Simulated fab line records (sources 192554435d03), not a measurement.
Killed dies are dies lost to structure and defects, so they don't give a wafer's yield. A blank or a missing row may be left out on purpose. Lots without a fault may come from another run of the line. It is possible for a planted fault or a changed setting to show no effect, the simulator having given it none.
Chamber matching + flow n5-finfet + N5_BEOL_M3_VIA_ETCH_34 on rie-diel-06: 4 sister chambers
The step etches the open film in C4F6/O2, target depth 69.4 nm, time 65.9 s. 24 wafers are shown with their chamber, then 12 later ones without.

EACH WAFER AND ITS CHAMBER
| wafer  | chamber | showerhead-plenum-p-Torr (Torr) | throttle-valve-pct (%) | drypump-motor-current-A (A) |
|--------|---------|---------------------------------|------------------------|-----------------------------|
| L077.1 | 0       | 2.86                            | 30.5                   | 6.3                         |
| L077.4 | 3       | 2.79                            | 30.3                   | 6.5                         |
| L077.5 | 3       | 2.79                            | 30.3                   | 6.5                         |
| L078.1 | 3       | 2.79                            | 30.3                   | 6.4                         |
| L078.2 | 0       | 2.86                            | 30.5                   | 6.3                         |
| L078.3 | 1       | 2.71                            | 31.2                   | 5.7                         |
| L080.2 | 2       | 2.97                            | 30.6                   | 5.6                         |
| L080.4 | 0       | 2.86                            | 30.5                   | 6.3                         |
| L080.5 | 0       | 2.86                            | 30.5                   | 6.3                         |
| L082.1 | 2       | 2.97                            | 30.6                   | 5.6                         |
| L082.4 | 1       | 2.70                            | 31.2                   | 5.8                         |
| L082.5 | 1       | 2.70                            | 31.2                   | 5.8                         |
| L083.1 | 1       | 2.70                            | 31.2                   | 5.8                         |
| L083.4 | 0       | 2.86                            | 30.5                   | 6.3                         |
| L083.5 | 2       | 2.97                            | 30.6                   | 5.6                         |
| L085.3 | 2       | 2.97                            | 30.6                   | 5.6                         |
| L085.4 | 0       | 2.85                            | 30.5                   | 6.3                         |
| L085.5 | 1       | 2.70                            | 31.2                   | 5.8                         |
| L086.3 | 2       | 2.97                            | 30.7                   | 5.6                         |
| L086.4 | 1       | 2.70                            | 31.2                   | 5.8                         |
| L086.6 | 3       | 2.78                            | 30.3                   | 6.5                         |
| L090.2 | 3       | 2.78                            | 30.3                   | 6.4                         |
| L090.3 | 0       | 2.85                            | 30.5                   | 6.3                         |
| L090.6 | 2       | 2.97                            | 30.7                   | 5.6                         |

SIGNATURES, as means of the wafers listed above
| reading                  | chamber 0 | chamber 1 | chamber 2 | chamber 3 | scatter within a chamber |
|--------------------------|-----------|-----------|-----------|-----------|--------------------------|
| showerhead-plenum-p-Torr | 2.8571    | 2.7017    | 2.9700    | 2.7860    | 0.00416                  |
| throttle-valve-pct       | 30.500    | 31.200    | 30.633    | 30.300    | 0.0258                   |
| drypump-motor-current-A  | 6.300     | 5.783     | 5.600     | 6.460     | 0.0319                   |
Rule: a wafer's distance from a chamber is the root of the sum, over the readings, of the square of ((its reading less the chamber's mean) divided by the reading's scatter). If the next closest chamber is less than 2 further off than the closest, the wafer can't be placed; otherwise it belongs to the closest. How the scatter is found: for the shown wafers, subtract from each reading the mean of its chamber, square and add these, divide the total by (wafers less chambers), then take the root.

WAFERS MISSING THEIR CHAMBER
| wafer  | showerhead-plenum-p-Torr (Torr) | throttle-valve-pct (%) | drypump-motor-current-A (A) |
|--------|---------------------------------|------------------------|-----------------------------|
| L092.2 | 2.85                            | 30.5                   | 6.3                         |
| L092.4 | 2.70                            | 31.2                   | 5.8                         |
| L092.5 | 2.70                            | 31.2                   | 5.8                         |
| L093.2 | 2.96                            | 30.6                   | 5.6                         |
| L093.3 | 2.85                            | 30.5                   | 6.3                         |
| L093.5 | 2.78                            | 30.3                   | 6.5                         |
| L095.1 | 2.78                            | 30.3                   | 6.5                         |
| L095.3 | 2.85                            | 30.5                   | 6.3                         |
| L095.6 | 2.78                            | 30.3                   | 6.5                         |
| L097.1 | 2.84                            | 30.5                   | 6.3                         |
| L097.2 | 2.77                            | 30.3                   | 6.5                         |
| L097.3 | 2.96                            | 30.7                   | 5.6                         |

THE CHAMBER EACH PASSED THROUGH
| wafer  | from the rows above | in truth |
|--------|---------------------|----------|
| L092.2 | 0                   | 0        |
| L092.4 | 1                   | 1        |
| L092.5 | 1                   | 1        |
| L093.2 | 2                   | 2        |
| L093.3 | 0                   | 0        |
| L093.5 | 3                   | 3        |
| L095.1 | 3                   | 3        |
| L095.3 | 0                   | 0        |
| L095.6 | 3                   | 3        |
| L097.1 | 0                   | 0        |
| L097.2 | 3                   | 3        |
| L097.3 | 2                   | 2        |
12 of 12 placed correctly. Can't be placed from these rows: 0. 0 placed wrongly.
